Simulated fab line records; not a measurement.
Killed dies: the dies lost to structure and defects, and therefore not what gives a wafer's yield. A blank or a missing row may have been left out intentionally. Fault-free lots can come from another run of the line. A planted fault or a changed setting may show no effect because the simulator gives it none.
Matching of chambers + flow n5Finfet + rieDiel-02 running N5_HKMG_FIN_ETCH_67: 4 sister chambers
The step etches SOC in N2/H2, stops on TiN, target depth 388.9 nm. 4 wafers are shown with their chamber, then 9 later ones without.

== WAFERS PAIRED WITH THEIR CHAMBERS ==
| wafer  | chamber | showerheadPlenumPTorr (Torr) |
|--------|---------|------------------------------|
| L079.1 | 0       | 2.43                         |
| L081.6 | 3       | 2.53                         |
| L083.1 | 2       | 2.53                         |
| L083.6 | 1       | 2.62                         |

== WAFERS MISSING THEIR CHAMBER ==
| wafer  | showerheadPlenumPTorr (Torr) |
|--------|------------------------------|
| L085.4 | 2.43                         |
| L085.5 | 2.53                         |
| L085.6 | 2.53                         |
| L092.2 | 2.52                         |
| L092.4 | 2.62                         |
| L092.6 | 2.62                         |
| L094.1 | 2.62                         |
| L094.2 | 2.52                         |
| L094.3 | 2.42                         |

== THE CHAMBER EACH PASSED THROUGH ==
| wafer  | from the rows above     | in truth |
|--------|-------------------------|----------|
| L085.4 | 0                       | 0        |
| L085.5 | can't be placed: 2 or 3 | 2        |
| L085.6 | can't be placed: 2 or 3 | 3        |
| L092.2 | can't be placed: 2 or 3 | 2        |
| L092.4 | 1                       | 1        |
| L092.6 | 1                       | 1        |
| L094.1 | 1                       | 1        |
| L094.2 | can't be placed: 2 or 3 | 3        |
| L094.3 | 0                       | 0        |
Placed correctly: 5 of 9. From these rows, 4 cannot be placed; in 4 the true chamber is one of the candidates. Wrongly placed: 0.
How it was worked out, from the rows above alone: a wafer's distance from a chamber is the root of the sum, over the readings, of the square of ((its reading less the chamber's mean) divided by the reading's scatter). The wafer belongs to the nearest chamber; if the next one is less than 2 further off, it can't be placed. Each chamber's mean is taken over the wafers shown for it. The scatter: root of mean squared gap, hidden wafer to nearest shown wafer, with one shown wafer a chamber.
